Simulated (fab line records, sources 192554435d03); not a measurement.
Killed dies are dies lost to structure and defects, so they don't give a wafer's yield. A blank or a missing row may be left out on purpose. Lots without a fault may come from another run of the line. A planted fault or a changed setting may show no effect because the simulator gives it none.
Chamber matching | flow n5_finfet | N5_BEOL_M3_ALD_98 on ald_sin-04: 4 sister chambers
The step deposits SiO2, target thk 2.5 nm, pulse time 1 s, co reactant pulse time 1 s. 4 wafers are shown with their chamber, then 7 later ones without.

WAFERS WITH THEIR CHAMBER
wafer  | chamber | heater_power_w (W)
L077.3 | 0       | 77
L078.4 | 3       | 83
L088.1 | 1       | 70
L088.2 | 2       | 73

WAFERS WITHOUT THEIR CHAMBER
wafer  | heater_power_w (W)
L088.3 | 76
L094.1 | 74
L094.2 | 81
L094.3 | 73
L095.3 | 74
L095.5 | 77
L095.6 | 74

WHICH CHAMBER EACH WENT THROUGH
wafer  | from the rows above     | in truth
L088.3 | can't be placed: 0 or 2 | 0
L094.1 | can't be placed: 2 or 0 | 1
L094.2 | can't be placed: 3 or 0 | 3
L094.3 | 2                       | 2
L095.3 | can't be placed: 2 or 0 | 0
L095.5 | 0                       | 0
L095.6 | can't be placed: 2 or 0 | 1
Placed correctly: 2 of 7. Can't be placed from these rows: 5 (the true chamber is among the candidates in 3). Placed wrongly: 0.
How it was worked out, from the rows above alone: a wafer's distance from a chamber is the root of the sum, over the readings, of the square of ((its reading less the chamber's mean) divided by the reading's scatter). The wafer belongs to the nearest chamber; if the next one is less than 2 further off, it can't be placed. A chamber's mean is the mean of its shown wafers. The scatter: with one shown wafer a chamber, the root of the mean of the squares of how far each hidden wafer lies from its nearest shown one.
